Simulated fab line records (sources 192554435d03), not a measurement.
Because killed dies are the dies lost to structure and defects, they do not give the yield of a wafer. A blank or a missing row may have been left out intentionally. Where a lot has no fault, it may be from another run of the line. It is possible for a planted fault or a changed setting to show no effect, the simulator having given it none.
fab line records :: flow n5Finfet
[record]
  lots = 5
  wafers = 15
  lastDay = 15
route steps=1938 shown DUMMY_GATE@213 BEOL_M4@1111
lots with no fault: from the same line, run without faults
startH: hours from the record's first day to the start of the lot's first wafer shown :: waitH: time in hours since the lot's previous step :: " the same as in the row above :: L1.1+2: a single row standing in for several wafers :: - either no value or no given start :: * or withheld: withheld :: < > ~ a bound
route shown NAME@n: names a module that has steps shown in the file, with the first one's number in the route :: usual: mean/standard deviation taken from wafers without a fault :: same: alike in all rows :: chamber/n: place in a boat :: sites: each site's reading :: _std_site: their standard deviation :: _edge_site: mean of outer sites minus mean of inner sites :: radiusMm: how far each site lies from the wafer's centre :: mask NAME#n: copy n :: behind: tool/chamber where the wafer was last shaped :: hold: cause of the lot's hold/its duration in hours/its outcome :: device: which transistor (n, p or np) failed to switch :: end of line: the same wafers' tests at the end of the route :: where a step has no rows: the recipe by itself :: killed: the dies lost at the first sort to structure and to defects; this is not the yield of the wafer :: map: a wafer's dies, marking killed ones x, the rest . and places with no die _
set.NAME: setting as actually run; set.NAME@STEP: the setting as run at that earlier step :: model.NAME: the simulator's own value behind a step, which no gauge read
lots at selected steps of the route; one table per step, one row per wafer
services: when a tool's chamber went out of use (startH, in hours from the record's first day, below 0 if earlier), for how many hours, and the reason
[[steps]]
[step N5_DUMMY_GATE_SRD_01]
[recipe]
  timeS = 30
  tempC = 23
  rinseLiquid = diw
  dry = ipaMarangoni
[step N5_DUMMY_GATE_ALD_02]
[recipe]
  material = SiO2
  targetThkA = 20
  tempC = 300
  aldPrecursorFamily = BDEAS
  aldCoReactant = O2-plasma
  pulseTimeS = 1
  pressureTorr = 2
[step N5_DUMMY_GATE_CVD_03]
[recipe]
  material = a-Si
  targetThkA = 1500
  tempC = 530
  precursor = SiH4
  timeS = 8042
[step N5_DUMMY_GATE_PRECLEAN_46]
[recipe]
  chemistry = DIW
  timeS = 89.5
  tempC = 23
[step N5_DUMMY_GATE_SRD_47]
[recipe]
  dryTimeS = 32
  dry = n2Spin
  spinRpm = 1500
[step N5_DUMMY_GATE_CMP_04]
[recipe]
  material = a-Si
  postCmpClean = alkalineBrush
[step N5_DUMMY_GATE_HM_DEP_06]
[recipe]
  material = SiNx
  targetThkA = 800
  precursor = DCS/NH3
  tempC = 700
  pressureMtorr = 300
  timeS = 5141
[step N5_DUMMY_GATE_PECVD_30]
[recipe]
  material = SiO2
  targetThkA = 550
  tempC = 400
  precursor = TEOS/O2
  pressureTorr = 6.5
  rfW = withheld
  teosFlowSccm = withheld
  gas = O2
  flowSccm = 2650
  timeS = 10.8
[step N5_DUMMY_GATE_COAT_34]
[recipe]
  resist = SOC
  tempC = 250
  timeS = 60
  spinRpm = 1500
  resistThkNm = 60
[step N5_DUMMY_GATE_COAT_35]
[recipe]
  resist = SiARC
  tempC = 220
  timeS = 60
  spinRpm = 1500
  resistThkNm = 10
[step N5_DUMMY_GATE_COAT_28]
[recipe]
  resist = underlayer
  tempC = 205
  timeS = 60
  spinRpm = 1500
  resistThkNm = 10
[step N5_DUMMY_GATE_COAT_09]
[recipe]
  resist = CAR-EUV
  spinRpm = 1500
  resistThkNm = 30
[usual]
  spinSpeedRpm = 1500.2/1.1
lot.wafer: L565.2
tool: lithoTrack-03
chamber: 0
startH: 56.12
waitH: -
spinSpeedRpm: 1500.4
model.CAR-EUV_of_DUMMY_GATE_COAT_09.thkNm: 30.2

lot.wafer: L565.3
tool: lithoTrack-03
chamber: 0
startH: 56.12
waitH: -
spinSpeedRpm: 1501.5
model.CAR-EUV_of_DUMMY_GATE_COAT_09.thkNm: 30.2

lot.wafer: L565.6
tool: lithoTrack-03
chamber: 0
startH: 56.12
waitH: -
spinSpeedRpm: 1501.2
model.CAR-EUV_of_DUMMY_GATE_COAT_09.thkNm: 30.2

lot.wafer: L571.2
tool: lithoTrack-03
chamber: 0
startH: 88.49
waitH: -
spinSpeedRpm: 1337.1
model.CAR-EUV_of_DUMMY_GATE_COAT_09.thkNm: 31.8

lot.wafer: L571.4
tool: lithoTrack-03
chamber: 0
startH: 88.49
waitH: -
spinSpeedRpm: 1337.9
model.CAR-EUV_of_DUMMY_GATE_COAT_09.thkNm: 31.8

lot.wafer: L571.6
tool: lithoTrack-03
chamber: 0
startH: 88.49
waitH: -
spinSpeedRpm: 1338.1
model.CAR-EUV_of_DUMMY_GATE_COAT_09.thkNm: 31.8

lot.wafer: L574.1
tool: lithoTrack-03
chamber: 0
startH: 105.06
waitH: -
spinSpeedRpm: 1337.7
model.CAR-EUV_of_DUMMY_GATE_COAT_09.thkNm: 32

lot.wafer: L574.4
tool: lithoTrack-03
chamber: 0
startH: 105.06
waitH: -
spinSpeedRpm: 1337.8
model.CAR-EUV_of_DUMMY_GATE_COAT_09.thkNm: 32

lot.wafer: L574.5
tool: lithoTrack-03
chamber: 0
startH: 105.06
waitH: -
spinSpeedRpm: 1337.9
model.CAR-EUV_of_DUMMY_GATE_COAT_09.thkNm: 32

lot.wafer: L573.1
tool: lithoTrack-03
chamber: 0
startH: 105.67
waitH: -
spinSpeedRpm: 1338.0
model.CAR-EUV_of_DUMMY_GATE_COAT_09.thkNm: 31.8

lot.wafer: L573.3
tool: lithoTrack-03
chamber: 0
startH: 105.67
waitH: -
spinSpeedRpm: 1335.9
model.CAR-EUV_of_DUMMY_GATE_COAT_09.thkNm: 32

lot.wafer: L573.4
tool: lithoTrack-03
chamber: 0
startH: 105.67
waitH: -
spinSpeedRpm: 1337.5
model.CAR-EUV_of_DUMMY_GATE_COAT_09.thkNm: 32

lot.wafer: L579.3
tool: lithoTrack-04
chamber: 0
startH: 135.72
waitH: -
spinSpeedRpm: 1499.4
model.CAR-EUV_of_DUMMY_GATE_COAT_09.thkNm: 30

lot.wafer: L579.4
tool: lithoTrack-04
chamber: 0
startH: 135.72
waitH: -
spinSpeedRpm: 1500.7
model.CAR-EUV_of_DUMMY_GATE_COAT_09.thkNm: 30

lot.wafer: L579.6
tool: lithoTrack-04
chamber: 0
startH: 135.72
waitH: -
spinSpeedRpm: 1499.2
model.CAR-EUV_of_DUMMY_GATE_COAT_09.thkNm: 30
[step N5_DUMMY_GATE_EBR_11]
[recipe]
  solvent = PGMEA
  ebrWidthMm = 1.5
[step N5_DUMMY_GATE_SOFTBAKE_10]
[recipe]
  tempC = 110
  timeS = 60
  resist = CAR-EUV
[step N5_DUMMY_GATE_EXPOSE_12]
[recipe]
  maskId = GATE
  na = 0.33
  sourceShape = annular
  sigmaInner = 0.2
  sigmaOuter = 0.6
  polarization = unpolarized
  targetCdNm = 25
  doseMj = 34
[step N5_DUMMY_GATE_PEB_13]
[recipe]
  pebTempC = 100
  pebTimeS = 60
  resist = CAR-EUV
[step N5_DUMMY_GATE_DEVELOP_14]
[recipe]
  developTimeS = 30
  developer = TMAH
  resist = CAR-EUV
  rinseLiquid = surfactantRinse
  dry = airSpin
  devTempC = 23
[step N5_DUMMY_GATE_DESCUM_20]
[recipe]
  chemistry = O2
  timeS = 6.2
  sourcePowerW = 50
  biasPowerW = 20
  pressureMtorr = 20
  rfFrequencyHz = 2.712e+07
  tempC = 40
  resist = CAR-EUV
  o2FlowSccm = 225
[step N5_DUMMY_GATE_ETCH_29]
[recipe]
  chemistry = N2/H2
  target = underlayer
  targetDepthA = 130
  ionEnergyEv = 200
  pressureMtorr = 30
  sourceW = 840
  biasW = 150
  n2FlowSccm = 200
  h2FlowSccm = 200
[step N5_DUMMY_GATE_ETCH_36]
[recipe]
  chemistry = CF4
  target = SiARC
  targetDepthA = 130
  pressureMtorr = 40
  sourceW = 545
  biasW = 36
  Ar_flow_sccm = 100
  cf4FlowSccm = 100
  ionEnergyEv = 80
[usual]
  drypumpMotorCurrentA = 5.6/0.46
  oesProductAu = 0.81/0.096
  rfFwdPowerW = 539.0/2.8
  rfVppV = 184.3/1.3
  showerheadPlenumPTorr = 2.16/0.08
  throttleValvePct = 15.64/0.23
lot.wafer: L565.2
tool: rieDiel-04
chamber: 1
startH: 56.61
waitH: 0.0
drypumpMotorCurrentA: 5.7
oesProductAu: 0.88
rfFwdPowerW: 538.2
rfHoursCounterH: 41
rfVppV: 183.1
showerheadPlenumPTorr: 2.10
throttleValvePct: 15.22
model.CAR-EUV_of_DUMMY_GATE_COAT_09.thkNm: 11.6

lot.wafer: L565.3
tool: rieDiel-04
chamber: 3
startH: 56.61
waitH: 0.0
drypumpMotorCurrentA: 6.5
oesProductAu: 0.74
rfFwdPowerW: 539.3
rfHoursCounterH: 183
rfVppV: 182.2
showerheadPlenumPTorr: 2.05
throttleValvePct: 15.68
model.CAR-EUV_of_DUMMY_GATE_COAT_09.thkNm: 11.4

lot.wafer: L565.6
tool: rieDiel-04
chamber: 0
startH: 56.61
waitH: 0.0
drypumpMotorCurrentA: 5.8
oesProductAu: 0.70
rfFwdPowerW: 541.9
rfHoursCounterH: -
rfVppV: 184.6
showerheadPlenumPTorr: 2.22
throttleValvePct: 15.83
model.CAR-EUV_of_DUMMY_GATE_COAT_09.thkNm: 11.6

lot.wafer: L571.2
tool: rieDiel-04
chamber: 2
startH: 88.99
waitH: 0.0
drypumpMotorCurrentA: 5.8
oesProductAu: 0.71
rfFwdPowerW: 540.4
rfHoursCounterH: 200
rfVppV: 184.4
showerheadPlenumPTorr: 2.21
throttleValvePct: 15.81
model.CAR-EUV_of_DUMMY_GATE_COAT_09.thkNm: 13.2

lot.wafer: L571.4
tool: rieDiel-04
chamber: 1
startH: 88.99
waitH: 0.0
drypumpMotorCurrentA: 5.7
oesProductAu: 0.86
rfFwdPowerW: 536.7
rfHoursCounterH: 49
rfVppV: 180.9
showerheadPlenumPTorr: 2.09
throttleValvePct: 15.25
model.CAR-EUV_of_DUMMY_GATE_COAT_09.thkNm: 13.2

lot.wafer: L571.6
tool: rieDiel-04
chamber: 3
startH: 88.99
waitH: 0.0
drypumpMotorCurrentA: 6.5
oesProductAu: 0.73
rfFwdPowerW: 538.6
rfHoursCounterH: -
rfVppV: 182.9
showerheadPlenumPTorr: 2.05
throttleValvePct: 15.69
model.CAR-EUV_of_DUMMY_GATE_COAT_09.thkNm: 13

lot.wafer: L574.1
tool: rieDiel-03
chamber: 3
startH: 105.58
waitH: 0.0
drypumpMotorCurrentA: 4.7
oesProductAu: 0.88
rfFwdPowerW: 544.5
rfHoursCounterH: 28
rfVppV: 184.1
showerheadPlenumPTorr: 2.09
throttleValvePct: 15.67
model.CAR-EUV_of_DUMMY_GATE_COAT_09.thkNm: 13.2

lot.wafer: L574.4
tool: rieDiel-03
chamber: 2
startH: 105.58
waitH: 0.0
drypumpMotorCurrentA: 5.4
oesProductAu: 0.86
rfFwdPowerW: 531.8
rfHoursCounterH: 61
rfVppV: 184.3
showerheadPlenumPTorr: 2.26
throttleValvePct: 15.78
model.CAR-EUV_of_DUMMY_GATE_COAT_09.thkNm: 13

lot.wafer: L574.5
tool: rieDiel-03
chamber: 1
startH: 105.58
waitH: 0.0
drypumpMotorCurrentA: 5.9
oesProductAu: 0.92
rfFwdPowerW: 536.2
rfHoursCounterH: -
rfVppV: 185.6
showerheadPlenumPTorr: 2.19
throttleValvePct: 15.44
model.CAR-EUV_of_DUMMY_GATE_COAT_09.thkNm: 13.2

lot.wafer: L573.1
tool: rieDiel-04
chamber: 0
startH: 106.28
waitH: 0.0
drypumpMotorCurrentA: 5.8
oesProductAu: 0.69
rfFwdPowerW: 543.0
rfHoursCounterH: 220
rfVppV: 187.3
showerheadPlenumPTorr: 2.21
throttleValvePct: 15.86
model.CAR-EUV_of_DUMMY_GATE_COAT_09.thkNm: 13.2

lot.wafer: L573.3
tool: rieDiel-04
chamber: 3
startH: 106.28
waitH: 0.0
drypumpMotorCurrentA: 6.5
oesProductAu: 0.73
rfFwdPowerW: 538.3
rfHoursCounterH: 194
rfVppV: 182.8
showerheadPlenumPTorr: 2.05
throttleValvePct: 15.69
model.CAR-EUV_of_DUMMY_GATE_COAT_09.thkNm: 13.2

lot.wafer: L573.4
tool: rieDiel-04
chamber: 0
startH: 106.28
waitH: 0.0
drypumpMotorCurrentA: 5.8
oesProductAu: 0.70
rfFwdPowerW: 539.8
rfHoursCounterH: -
rfVppV: 185.3
showerheadPlenumPTorr: 2.21
throttleValvePct: 15.88
model.CAR-EUV_of_DUMMY_GATE_COAT_09.thkNm: 13.4

lot.wafer: L579.3
tool: rieDiel-01
chamber: 3
startH: 136.21
waitH: 0.0
drypumpMotorCurrentA: 5.4
oesProductAu: 0.92
rfFwdPowerW: 537.5
rfHoursCounterH: 31
rfVppV: 184.6
showerheadPlenumPTorr: 2.18
throttleValvePct: 15.48
model.CAR-EUV_of_DUMMY_GATE_COAT_09.thkNm: 10.6

lot.wafer: L579.4
tool: rieDiel-01
chamber: 1
startH: 136.21
waitH: 0.0
drypumpMotorCurrentA: 6.0
oesProductAu: 0.89
rfFwdPowerW: 535.7
rfHoursCounterH: 18
rfVppV: 185.1
showerheadPlenumPTorr: 2.27
throttleValvePct: 15.10
model.CAR-EUV_of_DUMMY_GATE_COAT_09.thkNm: 11.2

lot.wafer: L579.6
tool: rieDiel-01
chamber: 3
startH: 136.21
waitH: 0.0
drypumpMotorCurrentA: 5.4
oesProductAu: 0.92
rfFwdPowerW: 538.8
rfHoursCounterH: -
rfVppV: 183.0
showerheadPlenumPTorr: 2.18
throttleValvePct: 15.48
model.CAR-EUV_of_DUMMY_GATE_COAT_09.thkNm: 10.6
[step N5_DUMMY_GATE_ETCH_37]
[recipe]
  chemistry = N2/H2
  target = SOC
  targetDepthA = 600
  overetchA = 300
  tempC = 40
  ionEnergyEv = 200
  pressureMtorr = 30
  sourceW = 840
  biasW = 150
  n2FlowSccm = 200
  h2FlowSccm = 200
[step N5_BEOL_M4_RC_MEAS_101]
[usual]
  DIBL_N = 36.4/1.3
  DIBL_P = 36.5/1.7
  IOFF_N = 0.154/0.022
  IOFF_P = 0.202/0.025
  ION_N = 671/9.8
  ION_P = 460/6.8
  SS_N = 71.6/0.54
  SS_P = 73.4/0.58
  VT_N = 250.9/2.8
  VT_P = -251.4/2.7
lot.wafer: L565.2
tool: prober-02
chamber: 0
startH: 172.60
waitH: 0.2
DIBL_N[mV/V]: 36.5
DIBL_P[mV/V]: 35.3
IOFF_N[nA/um]: 0.150
IOFF_P[nA/um]: 0.178
ION_N[uA/um]: 675
ION_P[uA/um]: 458
SS_N[mV/dec]: 71.1
SS_P[mV/dec]: 73.0
VT_N[mV]: 250.9
VT_P[mV]: -253.4

lot.wafer: L565.3
tool: prober-02
chamber: 0
startH: 172.60
waitH: 0.2
DIBL_N[mV/V]: 36.8
DIBL_P[mV/V]: 35.4
IOFF_N[nA/um]: 0.157
IOFF_P[nA/um]: 0.186
ION_N[uA/um]: 673
ION_P[uA/um]: 457
SS_N[mV/dec]: 71.5
SS_P[mV/dec]: 73.1
VT_N[mV]: 250.9
VT_P[mV]: -253.5

lot.wafer: L565.6
tool: prober-02
chamber: 0
startH: 172.60
waitH: 0.2
DIBL_N[mV/V]: 35.9
DIBL_P[mV/V]: 35.0
IOFF_N[nA/um]: 0.145
IOFF_P[nA/um]: 0.176
ION_N[uA/um]: 675
ION_P[uA/um]: 455
SS_N[mV/dec]: 72.2
SS_P[mV/dec]: 73.3
VT_N[mV]: 251.1
VT_P[mV]: -253.7

lot.wafer: L571.2
tool: prober-02
chamber: 0
startH: 220.21
waitH: 0.2
DIBL_N[mV/V]: 35.1
DIBL_P[mV/V]: 34.5
IOFF_N[nA/um]: 0.155
IOFF_P[nA/um]: 0.175
ION_N[uA/um]: 671
ION_P[uA/um]: 452
SS_N[mV/dec]: 71.5
SS_P[mV/dec]: 72.8
VT_N[mV]: 248.6
VT_P[mV]: -255.9

lot.wafer: L571.4
tool: prober-02
chamber: 0
startH: 220.21
waitH: 0.2
DIBL_N[mV/V]: 33.5
DIBL_P[mV/V]: 32.6
IOFF_N[nA/um]: 0.125
IOFF_P[nA/um]: 0.162
ION_N[uA/um]: 652
ION_P[uA/um]: 446
SS_N[mV/dec]: 70.9
SS_P[mV/dec]: 72.9
VT_N[mV]: 254.6
VT_P[mV]: -256.1

lot.wafer: L571.6
tool: prober-02
chamber: 0
startH: 220.21
waitH: 0.2
DIBL_N[mV/V]: 36.8
DIBL_P[mV/V]: 36.9
IOFF_N[nA/um]: 0.183
IOFF_P[nA/um]: 0.212
ION_N[uA/um]: 673
ION_P[uA/um]: 457
SS_N[mV/dec]: 72.0
SS_P[mV/dec]: 73.7
VT_N[mV]: 248.3
VT_P[mV]: -253.6

lot.wafer: L574.1
tool: prober-01
chamber: 0
startH: 220.71
waitH: 0.0
DIBL_N[mV/V]: 35.2
DIBL_P[mV/V]: 33.7
IOFF_N[nA/um]: 0.125
IOFF_P[nA/um]: 0.189
ION_N[uA/um]: 664
ION_P[uA/um]: 465
SS_N[mV/dec]: 70.9
SS_P[mV/dec]: 72.4
VT_N[mV]: 253.7
VT_P[mV]: -250.3

lot.wafer: L574.4
tool: prober-01
chamber: 0
startH: 220.71
waitH: 0.0
DIBL_N[mV/V]: 36.2
DIBL_P[mV/V]: 35.3
IOFF_N[nA/um]: 0.150
IOFF_P[nA/um]: 0.208
ION_N[uA/um]: 673
ION_P[uA/um]: 465
SS_N[mV/dec]: 71.6
SS_P[mV/dec]: 72.9
VT_N[mV]: 248.9
VT_P[mV]: -251.2

lot.wafer: L574.5
tool: prober-01
chamber: 0
startH: 220.71
waitH: 0.0
DIBL_N[mV/V]: 34.8
DIBL_P[mV/V]: 33.4
IOFF_N[nA/um]: 0.122
IOFF_P[nA/um]: 0.176
ION_N[uA/um]: 674
ION_P[uA/um]: 466
SS_N[mV/dec]: 70.7
SS_P[mV/dec]: 72.0
VT_N[mV]: 253.4
VT_P[mV]: -253.0

lot.wafer: L573.1
tool: prober-01
chamber: 0
startH: 224.24
waitH: 0.0
DIBL_N[mV/V]: 36.8
DIBL_P[mV/V]: 37.9
IOFF_N[nA/um]: 0.166
IOFF_P[nA/um]: 0.206
ION_N[uA/um]: 676
ION_P[uA/um]: 459
SS_N[mV/dec]: 72.0
SS_P[mV/dec]: 73.4
VT_N[mV]: 248.5
VT_P[mV]: -252.5

lot.wafer: L573.3
tool: prober-01
chamber: 0
startH: 224.24
waitH: 0.0
DIBL_N[mV/V]: 36.8
DIBL_P[mV/V]: 38.0
IOFF_N[nA/um]: 0.164
IOFF_P[nA/um]: 0.207
ION_N[uA/um]: 665
ION_P[uA/um]: 454
SS_N[mV/dec]: 72.4
SS_P[mV/dec]: 73.0
VT_N[mV]: 251.3
VT_P[mV]: -252.5

lot.wafer: L573.4
tool: prober-01
chamber: 0
startH: 224.24
waitH: 0.0
DIBL_N[mV/V]: 34.9
DIBL_P[mV/V]: 35.8
IOFF_N[nA/um]: 0.134
IOFF_P[nA/um]: 0.180
ION_N[uA/um]: 665
ION_P[uA/um]: 458
SS_N[mV/dec]: 71.0
SS_P[mV/dec]: 72.7
VT_N[mV]: 250.2
VT_P[mV]: -251.8

lot.wafer: L579.3
tool: prober-01
chamber: 0
startH: 261.55
waitH: 0.3
DIBL_N[mV/V]: 38.4
DIBL_P[mV/V]: 39.2
IOFF_N[nA/um]: 0.214
IOFF_P[nA/um]: 0.277
ION_N[uA/um]: 691
ION_P[uA/um]: 468
SS_N[mV/dec]: 72.1
SS_P[mV/dec]: 74.0
VT_N[mV]: 245.4
VT_P[mV]: -247.7

lot.wafer: L579.4
tool: prober-01
chamber: 0
startH: 261.55
waitH: 0.3
DIBL_N[mV/V]: 36.5
DIBL_P[mV/V]: 35.6
IOFF_N[nA/um]: 0.162
IOFF_P[nA/um]: 0.218
ION_N[uA/um]: 676
ION_P[uA/um]: 462
SS_N[mV/dec]: 71.5
SS_P[mV/dec]: 72.8
VT_N[mV]: 249.8
VT_P[mV]: -249.8

lot.wafer: L579.6
tool: prober-01
chamber: 0
startH: 261.55
waitH: 0.3
DIBL_N[mV/V]: 35.8
DIBL_P[mV/V]: 35.1
IOFF_N[nA/um]: 0.151
IOFF_P[nA/um]: 0.196
ION_N[uA/um]: 667
ION_P[uA/um]: 457
SS_N[mV/dec]: 71.7
SS_P[mV/dec]: 73.3
VT_N[mV]: 250.2
VT_P[mV]: -249.2
[[services]]
tool: rieDiel-01
chamber: 3
startH: 44.83
hours: 2.5
kind: repair

tool: rieDiel-01
chamber: 1
startH: 58.19
hours: -
kind: clean

tool: rieDiel-01
chamber: 1
startH: 58.19
hours: -
kind: consumableReplace:focusRing

tool: rieDiel-01
chamber: 1
startH: 58.19
hours: -
kind: consumableReplace:showerhead

tool: rieDiel-01
chamber: 1
startH: 58.19
hours: 20.9
kind: scheduledDown

tool: rieDiel-01
chamber: 1
startH: 58.19
hours: 20.9
kind: ventCycle

tool: lithoTrack-04
chamber: -
startH: 68.97
hours: -
kind: consumableReplace:filter

tool: rieDiel-04
chamber: 1
startH: 89.19
hours: 5.1
kind: repair

tool: rieDiel-01
chamber: 0
startH: 102.36
hours: 22.0
kind: repair

tool: rieDiel-04
chamber: 1
startH: 105.96
hours: 14.5
kind: repair

tool: rieDiel-04
chamber: 3
startH: 120.72
hours: 9.8
kind: repair
[[key]]
[firstSign]
  step = N5_DUMMY_GATE_COAT_09
  reading = spinSpeedRpm
  direction = down
  sigmas = 99+
  usual = *
  struck = *
effect none on later readings
[modelEffect]
  step = N5_DUMMY_GATE_COAT_09
  value = CAR-EUV_of_DUMMY_GATE_COAT_09.thkNm
  without = 30.11
  struck = 31.91
[modelEffect]
  step = N5_DUMMY_GATE_ETCH_36
  value = CAR-EUV_of_DUMMY_GATE_COAT_09.thkNm
  without = 11.38
  struck = 13.18
metAt N5_DUMMY_GATE_COAT_09
struckWafers L571.2,L571.4,L571.6,L573.1,L573.3,L573.4,L574.1,L574.4,L574.5
onsetBetween 56.12 88.49
[fault]
  kind = processParameterDrift
  tool = lithoTrack-03
  chamber = -
  onsetH = 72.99
  steps = N5_DUMMY_GATE_COAT_09
  channel = spinRpm
  offset = *
  shape = step
  endH = 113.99
  actsIn = *
  stated = *
